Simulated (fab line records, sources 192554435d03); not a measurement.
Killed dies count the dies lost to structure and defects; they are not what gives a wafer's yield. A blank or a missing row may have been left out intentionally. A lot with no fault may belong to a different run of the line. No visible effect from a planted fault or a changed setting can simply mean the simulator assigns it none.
Which tool was responsible? -- flow n5Finfet -- 10 lots with 29 wafers sampled at 5 steps, on a route of 1938 steps

WHAT THE GAUGES READ, wafer by wafer
N5_BEOL_M3_CD_MEAS_11 targets a cd of 17.05 nm. Usual: 17.03 nm for cdNm, sd 0.24.
lot,measured,on,cdNm (nm),flag
L630,day 7 05:10,cdSem-02,16.85 17.20,
L631,day 7 15:13,cdSem-03,17.49 17.16 17.13,
L632,day 7 20:17,cdSem-03,16.69 17.17 16.69,
L634,day 8 06:13,cdSem-02,17.03 16.77 16.64,
L637,day 8 20:53,cdSem-03,16.92 17.18 17.15,
L642,day 10 14:56,cdSem-02,17.03 17.03 16.96,
L643,day 11 01:45,cdSem-01,17.38 16.46 17.22,
L647,day 11 10:43,cdSem-01,17.28 16.86 17.21,
L648,day 11 18:08,cdSem-03,17.30 17.20 16.84,
L651,day 12 16:09,cdSem-02,17.41 17.03 17.20,

N5_BEOL_M4_RC_MEAS_101. Usual: DIBL_N 36.3 mV/V, standard deviation 1.6; DIBL_P 36.2 mV/V, standard deviation 2.1; IOFF_N 0.16 nA/um, standard deviation 0.031; IOFF_P 0.21 nA/um, standard deviation 0.034; ION_N 673 uA/um, standard deviation 11; ION_P 461 uA/um, standard deviation 7.4; SS_N 71.6 mV/dec, standard deviation 0.55; SS_P 73.3 mV/dec, standard deviation 0.66; VT_N 251 mV, standard deviation 3.2; VT_P -251 mV, standard deviation 3.5.
lot,measured,on,DIBL_N (mV/V),DIBL_P (mV/V),IOFF_N (nA/um),IOFF_P (nA/um),ION_N (uA/um),ION_P (uA/um),SS_N (mV/dec),SS_P (mV/dec),VT_N (mV),VT_P (mV),flag
L630,day 7 19:15,prober-02,33.4 35.0,33.4 36.1,0.12 0.15,0.15 0.20,664 661,452 453,70.8 71.6,72.9 73.3,258 249,-254 -251,
L631,day 8 12:02,prober-01,37.1 34.0 35.2,37.1 33.1 35.2,0.18 0.12 0.15,0.21 0.16 0.18,673 648 679,458 447 456,72.1 71.8 72.0,74.2 72.7 73.1,248 254 250,-250 -255 -254,
L632,day 8 17:03,prober-02,36.0 38.8 38.9,35.8 39.2 39.4,0.14 0.20 0.19,0.22 0.28 0.28,661 679 675,460 467 473,72.0 71.9 72.2,73.4 74.3 74.7,255 249 248,-250 -244 -244,
L634,day 9 00:52,prober-01,39.4 39.9 40.0,39.1 40.1 39.6,0.25 0.24 0.26,0.27 0.28 0.28,681 683 683,460 461 464,72.0 72.9 72.5,74.2 74.2 73.5,244 245 246,-247 -247 -248,
L637,day 9 14:40,prober-02,34.8 36.3 37.1,35.7 37.0 38.3,0.14 0.16 0.18,0.18 0.19 0.22,652 679 665,452 461 455,70.9 71.2 71.7,72.8 73.4 74.2,247 250 246,-252 -254 -250,
L642,day 11 05:43,prober-01,36.4 35.1 38.9,38.2 35.3 40.0,0.18 0.15 0.22,0.25 0.19 0.27,687 670 682,474 457 467,71.8 71.4 72.6,73.9 73.2 74.5,246 249 246,-248 -250 -250,
L643,day 11 16:39,prober-02,36.4 34.2 34.8,34.9 32.6 34.5,0.15 0.12 0.14,0.19 0.16 0.19,674 643 660,457 451 459,71.6 71.2 70.7,72.7 71.4 73.0,248 255 253,-251 -251 -252,
L647,day 12 04:56,prober-01,36.5 36.2 35.5,37.0 36.8 34.7,0.16 0.15 0.13,0.20 0.20 0.17,669 665 661,462 460 452,72.3 71.2 71.5,73.6 73.7 73.0,251 251 256,-249 -251 -253,
L648,day 12 09:29,prober-01,36.9 33.8 36.6,37.1 33.7 37.1,0.16 0.11 0.16,0.18 0.13 0.17,670 662 682,454 446 459,71.6 70.9 71.5,73.1 72.7 73.2,251 256 249,-258 -262 -258,
L651,day 13 10:01,prober-01,37.9 39.1 39.1,38.5 41.1 41.7,0.19 0.23 0.25,0.23 0.28 0.29,687 697 708,466 472 478,71.7 73.3 72.5,74.6 74.0 74.3,248 245 243,-249 -248 -248,

TOOL THAT RAN EACH LOT (tool first, then ch and the chambers of the sampled wafers, then the start)
lot,N5_BEOL_M3_ILD_DEP_00,N5_BEOL_M3_DESCUM_16,N5_BEOL_M3_ETCH_69
L630,"pecvd-04 ch 0,1, day 7 02:00","rieDiel-01 ch 0,3, day 7 05:17","rieDiel-01 ch 0,2, day 7 06:24"
L631,"pecvd-03 ch 1,2, day 7 13:07","rieDiel-01 ch 1,2, day 7 15:20","rieDiel-01 ch 1,2,3, day 7 16:40"
L632,"pecvd-02 ch 0,1,2, day 7 19:23","rieDiel-05 ch 0,2,3, day 7 20:37","rieDiel-01 ch 2,3, day 7 21:37"
L634,"pecvd-02 ch 0,2, day 8 04:56","rieDiel-05 ch 0,2,3, day 8 06:21","rieDiel-05 ch 0,1,3, day 8 07:23"
L637,"pecvd-03 ch 0,1, day 8 19:19","rieDiel-03 ch 1,2,3, day 8 21:02","rieDiel-01 ch 1,2, day 8 22:04"
L642,"pecvd-04 ch 0,2, day 10 12:48","rieDiel-01 ch 1,3, day 10 15:03","rieDiel-05 ch 0,1,2, day 10 16:14"
L643,"pecvd-04 ch 0,1, day 10 23:14","rieDiel-05 ch 2,3, day 11 01:53","rieDiel-03 ch 2,3, day 11 03:08"
L647,"pecvd-03 ch 0,2, day 11 09:43","rieDiel-05 ch 1,2,3, day 11 11:08","rieDiel-03 ch 0,1,2, day 11 12:14"
L648,"pecvd-04 ch 1,2, day 11 13:53","rieDiel-01 ch 0,1,3, day 11 18:16","rieDiel-01 ch 0,2,3, day 11 19:18"
L651,"pecvd-02 ch 0,1,2, day 12 15:09","rieDiel-03 ch 0,2,3, day 12 16:31","rieDiel-01 ch 0,2, day 12 17:43"
- N5_BEOL_M3_ILD_DEP_00: deposits SiOC from DEMS/O2, target thk 79 nm, time 15.3 s.
- N5_BEOL_M3_DESCUM_16: chemistry O2, time 7 s.
- N5_BEOL_M3_ETCH_69: etches SiARC in CF4, target depth 15.6 nm, time 26 s.

WHAT THE TOOLS THEMSELVES READ (means of the sampled wafers that have a number; where no wafer has one, the mark that the record gives instead)
N5_BEOL_M3_ILD_DEP_00. Usual: heaterPowerW 515 W, standard deviation 65; showerheadPlenumPTorr 5.688 Torr, standard deviation 0.016; showerheadVppV 1395 V, standard deviation 50; throttleValvePct 12.2 %, standard deviation 0.89.
lot,tool,heaterPowerW (W),showerheadPlenumPTorr (Torr),showerheadVppV (V),throttleValvePct (%),flag
L630,pecvd-04,480,5.684,1392,12.9,
L631,pecvd-03,523,5.679,1452,11.8,
L632,pecvd-02,509,5.695,1372,12.1,
L634,pecvd-02,462,5.689,1380,12.1,
L637,pecvd-03,551,5.685,1380,12.4,
L642,pecvd-04,466,5.669,1376,11.8,
L643,pecvd-04,460,5.676,1403,12.7,
L647,pecvd-03,540,5.689,1424,12.1,
L648,pecvd-04,537,5.689,1382,12.0,
L651,pecvd-02,495,5.687,1378,11.8,

N5_BEOL_M3_DESCUM_16. Usual: drypumpMotorCurrentA 5.6 A, standard deviation 0.54; oesProductAu 0.78 a.u., standard deviation 0.076; rfVppV 243.2 V, standard deviation 1.7; showerheadPlenumPTorr 2.10 Torr, standard deviation 0.087; throttleValvePct 20.41 %, standard deviation 0.22.
lot,tool,drypumpMotorCurrentA (A),oesProductAu (a.u.),rfVppV (V),showerheadPlenumPTorr (Torr),throttleValvePct (%),flag
L630,rieDiel-01,5.2,0.78,242.4,2.06,20.43,
L631,rieDiel-01,5.3,0.75,242.9,2.08,20.72,
L632,rieDiel-05,6.0,0.76,243.0,2.11,20.26,
L634,rieDiel-05,6.0,0.76,242.8,2.11,20.27,
L637,rieDiel-03,5.5,0.79,242.9,2.07,20.42,
L642,rieDiel-01,5.5,0.73,242.3,2.03,20.47,
L643,rieDiel-05,6.1,0.72,244.8,2.18,20.22,
L647,rieDiel-05,6.2,0.75,244.4,2.19,20.17,
L648,rieDiel-01,5.4,0.77,243.4,2.07,20.51,
L651,rieDiel-03,5.5,0.80,242.9,2.08,20.44,

N5_BEOL_M3_ETCH_69. Usual: biasW 36.01 W, standard deviation 0.11; drypumpMotorCurrentA 5.6 A, standard deviation 0.53; etchRfOnTimeS 25.8 s, standard deviation 0.59; oesProductAu 0.67 a.u., standard deviation 0.066; rfVppV 184.1 V, standard deviation 1.3; showerheadPlenumPTorr 2.13 Torr, standard deviation 0.08; throttleValvePct 15.56 %, standard deviation 0.22.
lot,tool,biasW (W),drypumpMotorCurrentA (A),etchRfOnTimeS (s),oesProductAu (a.u.),rfVppV (V),showerheadPlenumPTorr (Torr),throttleValvePct (%),flag
L630,rieDiel-01,36.09,5.0,26.1,0.68,185.7,2.14,15.81,
L631,rieDiel-01,36.01,5.4,19.0,0.79,183.3,2.12,15.78,OFF
L632,rieDiel-01,35.99,5.2,19.2,0.72,184.4,2.07,15.81,OFF
L634,rieDiel-05,36.01,5.8,25.6,0.67,184.4,2.15,15.44,
L637,rieDiel-01,36.06,5.5,18.7,0.84,184.5,2.15,15.75,OFF
L642,rieDiel-05,35.98,6.1,25.6,0.68,184.0,2.16,15.39,
L643,rieDiel-03,36.05,5.2,26.1,0.62,183.7,2.10,15.70,
L647,rieDiel-03,35.98,5.7,26.3,0.66,184.1,2.09,15.63,
L648,rieDiel-01,36.09,5.1,25.6,0.72,184.7,2.10,15.64,
L651,rieDiel-01,35.94,5.0,25.7,0.78,184.3,2.12,15.65,

THE ANSWER, worked out from the rows above alone
Rule: a lot is off if the mean of its wafers that have a number lies more than 3 standard deviations from the usual mean. A lot without any number at a reading at which 4 lots or more have one is off too. Any other lot the step has rows for is counted as sound. The gauges are gone through in route order, then the tools' own readings, and for those a lot's mean is taken as printed above. At the first step where some lot is off, the reading lying furthest off is the one used; lots without a number count as furthest.
Off: L631, L632, L637, at N5_BEOL_M3_ETCH_69 (etchRfOnTimeS).
If a tool, at that step or one of the process steps before it, ran each lot that is off and ran no sound lot following the first of them, it fits. None of those tried fits.

WHAT HAD BEEN PUT IN BY THE SIMULATOR
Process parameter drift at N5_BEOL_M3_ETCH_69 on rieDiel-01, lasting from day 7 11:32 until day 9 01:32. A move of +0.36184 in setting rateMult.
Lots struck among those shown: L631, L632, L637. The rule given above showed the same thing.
